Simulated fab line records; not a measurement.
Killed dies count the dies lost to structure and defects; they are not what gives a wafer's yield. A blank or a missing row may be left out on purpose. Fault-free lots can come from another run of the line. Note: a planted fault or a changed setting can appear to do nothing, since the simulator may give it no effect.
Matching of chambers + flow nand_harc + 3 sister chambers for NHARC_P_M2_PRE_CLEAN_32 on pecvd-01
The step time 12 s. 6 wafers are shown with their chamber, then 12 later ones without.

WAFERS, EACH WITH ITS CHAMBER
| wafer  | chamber | heater_power_w (W) | susceptor_temp_C (C) |
|--------|---------|--------------------|----------------------|
| L084.4 | 2       | 550                | 369.79               |
| L085.5 | 1       | 641                | 369.83               |
| L085.6 | 0       | 660                | 370.27               |
| L087.2 | 1       | 644                | 369.72               |
| L087.3 | 0       | 657                | 369.82               |
| L087.5 | 2       | 538                | 369.81               |

WAFERS WITH NO CHAMBER GIVEN
| wafer  | heater_power_w (W) | susceptor_temp_C (C) |
|--------|--------------------|----------------------|
| L089.1 | 534                | 370.15               |
| L089.2 | 727                | 369.95               |
| L089.6 | 531                | 370.11               |
| L093.2 | 698                | 370.10               |
| L093.4 | 541                | 369.83               |
| L093.6 | 543                | 370.00               |
| L096.1 | 665                | 370.45               |
| L096.3 | 537                | 370.29               |
| L096.6 | 563                | 370.43               |
| L097.1 | 735                | 369.89               |
| L097.4 | 625                | 370.19               |
| L097.5 | 512                | 370.19               |

WHICH CHAMBER EACH ONE RAN IN
| wafer  | from the rows above | in truth                   |
|--------|---------------------|----------------------------|
| L089.1 | 2                   | 2                          |
| L089.2 | 0                   | 0                          |
| L089.6 | 2                   | 2                          |
| L093.2 | 0                   | 0                          |
| L093.4 | 2                   | 2                          |
| L093.6 | 2                   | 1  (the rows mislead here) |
| L096.1 | 0                   | 0                          |
| L096.3 | 2                   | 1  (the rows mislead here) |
| L096.6 | 2                   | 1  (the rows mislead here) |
| L097.1 | 0                   | 0                          |
| L097.4 | 1                   | 1                          |
| L097.5 | 2                   | 2                          |
Correct placement for 9 of the 12. Not placeable from these rows: 0. Placed wrongly: 3.
How it was worked out, from the rows above alone: a wafer's distance from a chamber is the root of the sum, over the readings, of the square of ((its reading less the chamber's mean) divided by the reading's scatter). The wafer belongs to the nearest chamber; if the next one is less than 2 further off, it can't be placed. The mean given for a chamber averages the wafers shown for that chamber. The scatter: take each reading less its chamber's mean, square it, sum over the shown wafers, divide by the number of wafers less the number of chambers, and take the root.
